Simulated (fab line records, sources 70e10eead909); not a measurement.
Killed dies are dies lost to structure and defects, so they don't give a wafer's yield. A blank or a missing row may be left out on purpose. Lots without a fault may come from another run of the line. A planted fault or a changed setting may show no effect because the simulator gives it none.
Chamber matching | flow nand_harc | NHARC_A_CHANNEL_FILL_D2_ALD_25 on ald_hk-04: 4 sister chambers
The step deposits SiOx, target thk 60 nm, pulse time 10 s, ald cycles 600. 7 wafers are shown with their chamber, then 8 later ones without.

WAFERS WITH THEIR CHAMBER
wafer  | chamber | heater_power_outer_w (W) | heater_power_w (W)
L074.4 | 0       | 313                      | 503
L080.5 | 3       | 270                      | 456
L080.6 | 2       | 272                      | 482
L082.2 | 3       | 277                      | 453
L082.1 | 1       | 286                      | 450
L082.4 | 2       | 271                      | 468
L085.1 | 1       | 264                      | 428

WAFERS WITHOUT THEIR CHAMBER
wafer  | heater_power_outer_w (W) | heater_power_w (W)
L085.3 | 310                      | 526
L085.4 | 260                      | 461
L091.1 | 260                      | 483
L091.2 | 249                      | 432
L091.3 | 263                      | 423
L094.2 | 266                      | 416
L094.1 | 320                      | 512
L094.5 | 271                      | 432

WHICH CHAMBER EACH WENT THROUGH
wafer  | from the rows above          | in truth
L085.3 | 0                            | 0
L085.4 | can't be placed: 3 or 2 or 1 | 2
L091.1 | can't be placed: 2 or 3      | 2
L091.2 | can't be placed: 1 or 3 or 2 | 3
L091.3 | can't be placed: 1 or 3      | 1
L094.2 | can't be placed: 1 or 3      | 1
L094.1 | 0                            | 0
L094.5 | can't be placed: 1 or 3      | 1
Placed correctly: 2 of 8. Can't be placed from these rows: 6 (the true chamber is among the candidates in 6). Placed wrongly: 0.
How it was worked out, from the rows above alone: a wafer's distance from a chamber is the root of the sum, over the readings, of the square of ((its reading less the chamber's mean) divided by the reading's scatter). The wafer belongs to the nearest chamber; if the next one is less than 2 further off, it can't be placed. A chamber's mean is the mean of its shown wafers. The scatter: the root of (the sum of the squares of (reading less its chamber's mean) over the shown wafers, divided by (wafers less chambers)).
